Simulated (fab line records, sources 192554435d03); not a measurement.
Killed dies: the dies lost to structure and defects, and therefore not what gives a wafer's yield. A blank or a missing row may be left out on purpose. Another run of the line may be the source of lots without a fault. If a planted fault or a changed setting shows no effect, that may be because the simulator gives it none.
Lot-split experiment	flow n5_finfet	on a route of 1938 steps: 7 lots, 21 wafers read

== ABOUT THE SPLIT ==
At N5_BEOL_M7_EXPOSE_08 (exposes mask M7), the setting dose_mj was moved away from the recipe's 68.25 on 7 of the 21 wafers read, by -3.0% to +7.1%. For the rest of the wafers, this setting stayed at what the recipe calls for.

== FROM THE SPLIT TO THE READING: what the file shows between them, 8 steps ==
- N5_BEOL_M7_PEB_09: peb time 60 s
- N5_BEOL_M7_DEVELOP_10: develop time 30 s
- N5_BEOL_M7_CD_MEAS_11: target cd 38.5 nm
- N5_BEOL_M7_ETCH_61: etches SiARC in CF4, target depth 45.5 nm, time 75.8 s (also split here: source_w)
- N5_BEOL_M7_ETCH_62: etches SOC in N2/H2, target depth 110 nm, overetch 22 nm, time 165 s
- N5_BEOL_M7_STRIP_68: strips in N2/H2
- N5_BEOL_M7_HM_OPEN_17: chemistry Cl2/BCl3, target TiN, target depth 20 nm, overetch 6 nm
- N5_BEOL_M7_STRIP_19: strips in O2

== THE READING ==
cd_nm, in nm, at N5_BEOL_M7_CD_MEAS_18 (pitch 80 nm, target cd 40 nm). On this fab line, fault-free wafers typically give 40.7 nm with a standard deviation of 0.69 nm.

wafer	tool, chamber at the split	dose_mj as run	against the recipe	cd_nm, nm	against lot-mates on the recipe
L074.2	arfi_scanner-02, 0	72.35	+6.0%	44.0	+2.4
L074.4	arfi_scanner-02, 0	72.35	+6.0%	44.7	+3.1
L074.6	arfi_scanner-02, 0	68.25	recipe	41.6	-
L075.1	arfi_scanner-02, 0	73.08	+7.1%	44.4	+3.2
L075.4	arfi_scanner-02, 0	68.25	recipe	40.7	-
L075.5	arfi_scanner-02, 0	68.25	recipe	41.6	-
L078.1	arfi_scanner-03, 0	71.43	+4.7%	42.1	+1.9
L078.3	arfi_scanner-03, 0	68.25	recipe	39.4	-
L078.6	arfi_scanner-03, 0	68.25	recipe	41.0	-
L089.1	arfi_scanner-02, 0	68.25	recipe	41.3	-
L089.3	arfi_scanner-02, 0	68.25	recipe	39.8	-
L089.4	arfi_scanner-02, 0	68.25	recipe	40.0	-
L090.4	arfi_scanner-03, 0	68.25	recipe	40.9	-
L090.5	arfi_scanner-03, 0	68.25	recipe	40.6	-
L090.6	arfi_scanner-03, 0	68.25	recipe	40.6	-
L091.2	arfi_scanner-01, 0	68.25	recipe	39.7	-
L091.3	arfi_scanner-01, 0	66.19	-3.0%	39.4	-0.8
L091.4	arfi_scanner-01, 0	68.25	recipe	40.6	-
L096.1	arfi_scanner-02, 0	68.25	recipe	40.0	-
L096.3	arfi_scanner-02, 0	72.14	+5.7%	43.3	+3.3
L096.5	arfi_scanner-02, 0	72.14	+5.7%	43.3	+3.3

THE FIT
A straight line over all 21 wafers: cd_nm changes by +0.523 nm for each +1% of dose_mj; r = +0.92; the points scatter about the line by 0.67 nm.
The same after taking each lot's own level away (the mean of its wafers on the recipe; 21 wafers): +0.471 nm for each +1%; r = +0.94; scatter 0.51 nm.
On that fit, the largest move of dose_mj shifts the reading by 3.3 nm.
Measured against the standard deviation above, the lots' own levels, which go from 40.00 to 41.60 nm, span 2.3 times it.
So the lot-to-lot level changes the slope: the two fits differ.
Check: with one of the wafers moved furthest among these (+7.1%) left out of the fit, the line predicts +3.44 nm for it against its lot-mates. Against them it came out at +3.25 nm.

== OTHER SPLITS ON THESE WAFERS ==
These wafers also went through other splits before the reading. Each is held against what the fit with the lots' levels taken away leaves over:
other split on the same wafers	wafers away from the commonest value	r with cd_nm (lot level and that fit taken away)
N5_BEOL_M4_TRENCH_ETCH_37 time_s	4	+0.21
N5_BEOL_M5_COAT_71 spin_rpm	5	-0.01
N5_BEOL_M5_COAT_05 spin_rpm	10	-0.09
N5_BEOL_M5_DEP_56 time_s	8	+0.05
N5_BEOL_M7_ETCH_61 source_w	8	-0.25

== THE WHOLE CHAIN: every reading that the file lists as answering this split, in the file's order ==
step	what it does	reading	change (the file's fit)	r (the file's)
N5_BEOL_M7_CD_MEAS_11	target cd 38.5 nm	cd_nm	+0.455 nm for each +1% of the setting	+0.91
N5_BEOL_M7_CD_MEAS_18	pitch 80 nm, target cd 40 nm	cd_nm	+0.462 nm for each +1% of the setting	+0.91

== THE FILE'S OWN FIT ==
cd_nm changes by +0.462 nm for each +1% of dose_mj, r = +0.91.
